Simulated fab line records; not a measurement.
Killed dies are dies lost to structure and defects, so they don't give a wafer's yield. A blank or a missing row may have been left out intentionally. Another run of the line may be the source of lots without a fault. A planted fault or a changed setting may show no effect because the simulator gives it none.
Chamber matching / flow n5_finfet / 3 sister chambers for N5_BEOL_M5_ILD_DEP_00 on pecvd-02
The step deposits SiCOH lowk from DEMS/porogen, target thk 140.64 nm, time 25.9 s. 6 wafers are shown with their chamber, then 10 later ones without.

== EACH WAFER AND ITS CHAMBER ==
wafer=L081.1; chamber=1; throttle_valve_pct (%)=14.2; heater_power_w (W)=337
wafer=L082.2; chamber=0; throttle_valve_pct (%)=13.7; heater_power_w (W)=249
wafer=L082.6; chamber=1; throttle_valve_pct (%)=14.3; heater_power_w (W)=352
wafer=L084.5; chamber=0; throttle_valve_pct (%)=13.8; heater_power_w (W)=317
wafer=L088.3; chamber=2; throttle_valve_pct (%)=12.9; heater_power_w (W)=206
wafer=L088.5; chamber=2; throttle_valve_pct (%)=12.6; heater_power_w (W)=202

== WAFERS WHOSE CHAMBER IS MISSING ==
wafer=L088.6; throttle_valve_pct (%)=13.6; heater_power_w (W)=238
wafer=L091.1; throttle_valve_pct (%)=12.8; heater_power_w (W)=215
wafer=L091.2; throttle_valve_pct (%)=13.5; heater_power_w (W)=280
wafer=L091.4; throttle_valve_pct (%)=14.1; heater_power_w (W)=366
wafer=L094.2; throttle_valve_pct (%)=12.7; heater_power_w (W)=216
wafer=L094.3; throttle_valve_pct (%)=14.4; heater_power_w (W)=376
wafer=L094.4; throttle_valve_pct (%)=14.2; heater_power_w (W)=377
wafer=L092.1; throttle_valve_pct (%)=14.2; heater_power_w (W)=358
wafer=L092.4; throttle_valve_pct (%)=14.0; heater_power_w (W)=359
wafer=L092.6; throttle_valve_pct (%)=12.7; heater_power_w (W)=163

== EACH ONE'S CHAMBER ==
wafer=L088.6; from the rows above=0; in truth=0
wafer=L091.1; from the rows above=2; in truth=2
wafer=L091.2; from the rows above=0; in truth=0
wafer=L091.4; from the rows above=1; in truth=1
wafer=L094.2; from the rows above=2; in truth=2
wafer=L094.3; from the rows above=1; in truth=1
wafer=L094.4; from the rows above=1; in truth=1
wafer=L092.1; from the rows above=1; in truth=1
wafer=L092.4; from the rows above=can't be placed: 1 or 0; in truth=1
wafer=L092.6; from the rows above=2; in truth=2
Correctly placed: 9 of 10. From these rows, 1 cannot be placed; in 1 the true chamber is one of the candidates. Number placed wrongly: 0.
How it was worked out, from the rows above alone: a wafer's distance from a chamber is the root of the sum, over the readings, of the square of ((its reading less the chamber's mean) divided by the reading's scatter). The wafer belongs to the nearest chamber; if the next one is less than 2 further off, it can't be placed. A chamber's mean is the mean of its shown wafers. The scatter: take each reading less its chamber's mean, square it, sum over the shown wafers, divide by the number of wafers less the number of chambers, and take the root.
